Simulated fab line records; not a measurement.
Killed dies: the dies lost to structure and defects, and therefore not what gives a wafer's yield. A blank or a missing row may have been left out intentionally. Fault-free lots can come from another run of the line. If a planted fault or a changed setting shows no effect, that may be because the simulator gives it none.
Matching of chambers || flow n5 finfet || N5_HKMG_FIN_ALD_91 on ald metal-04: 4 sister chambers
The step deposits TiN, target thk 1 nm, pulse time 1 s, purge time 3 s. 8 wafers are shown with their chamber, then 10 later ones without.

== WAFERS, EACH WITH ITS CHAMBER ==
{"wafer": "L083.1", "chamber": 1, "heater power w (W)": 910, "precursor pulse height rel": 0.995}
{"wafer": "L083.2", "chamber": 0, "heater power w (W)": 936, "precursor pulse height rel": 0.981}
{"wafer": "L083.3", "chamber": 3, "heater power w (W)": 980, "precursor pulse height rel": 0.993}
{"wafer": "L084.1", "chamber": 0, "heater power w (W)": 929, "precursor pulse height rel": 0.967}
{"wafer": "L084.2", "chamber": 2, "heater power w (W)": 822, "precursor pulse height rel": 1.001}
{"wafer": "L084.6", "chamber": 3, "heater power w (W)": 957, "precursor pulse height rel": 1.001}
{"wafer": "L087.1", "chamber": 2, "heater power w (W)": 827, "precursor pulse height rel": 1.022}
{"wafer": "L087.3", "chamber": 1, "heater power w (W)": 865, "precursor pulse height rel": 1.023}

== WAFERS MISSING THEIR CHAMBER ==
{"wafer": "L087.4", "heater power w (W)": 936, "precursor pulse height rel": 0.953}
{"wafer": "L091.2", "heater power w (W)": 864, "precursor pulse height rel": 1.031}
{"wafer": "L091.3", "heater power w (W)": 823, "precursor pulse height rel": 0.999}
{"wafer": "L091.6", "heater power w (W)": 922, "precursor pulse height rel": 0.977}
{"wafer": "L094.1", "heater power w (W)": 909, "precursor pulse height rel": 1.011}
{"wafer": "L094.2", "heater power w (W)": 944, "precursor pulse height rel": 0.997}
{"wafer": "L094.5", "heater power w (W)": 971, "precursor pulse height rel": 1.028}
{"wafer": "L096.4", "heater power w (W)": 956, "precursor pulse height rel": 1.031}
{"wafer": "L096.5", "heater power w (W)": 821, "precursor pulse height rel": 1.025}
{"wafer": "L096.6", "heater power w (W)": 980, "precursor pulse height rel": 1.001}

== WHICH CHAMBER EACH WENT THROUGH ==
{"wafer": "L087.4", "from the rows above": 0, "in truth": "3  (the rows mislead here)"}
{"wafer": "L091.2", "from the rows above": "can't be placed: 1 or 2", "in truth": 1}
{"wafer": "L091.3", "from the rows above": 2, "in truth": 2}
{"wafer": "L091.6", "from the rows above": 0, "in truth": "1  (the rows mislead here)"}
{"wafer": "L094.1", "from the rows above": "can't be placed: 1 or 0", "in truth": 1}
{"wafer": "L094.2", "from the rows above": "can't be placed: 3 or 0 or 1", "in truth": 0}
{"wafer": "L094.5", "from the rows above": 3, "in truth": 3}
{"wafer": "L096.4", "from the rows above": "can't be placed: 3 or 1 or 0", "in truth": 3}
{"wafer": "L096.5", "from the rows above": 2, "in truth": 2}
{"wafer": "L096.6", "from the rows above": 3, "in truth": 3}
Correct placement for 4 of the 10. Unplaceable from these rows: 4, with the true chamber sitting among the candidates in 4. Placed wrongly: 2.
How it was worked out, from the rows above alone: a wafer's distance from a chamber is the root of the sum, over the readings, of the square of ((its reading less the chamber's mean) divided by the reading's scatter). If the next closest chamber is less than 2 further off than the closest, the wafer can't be placed; otherwise it belongs to the closest. The mean given for a chamber averages the wafers shown for that chamber. The scatter: the root of (the sum of the squares of (reading less its chamber's mean) over the shown wafers, divided by (wafers less chambers)).
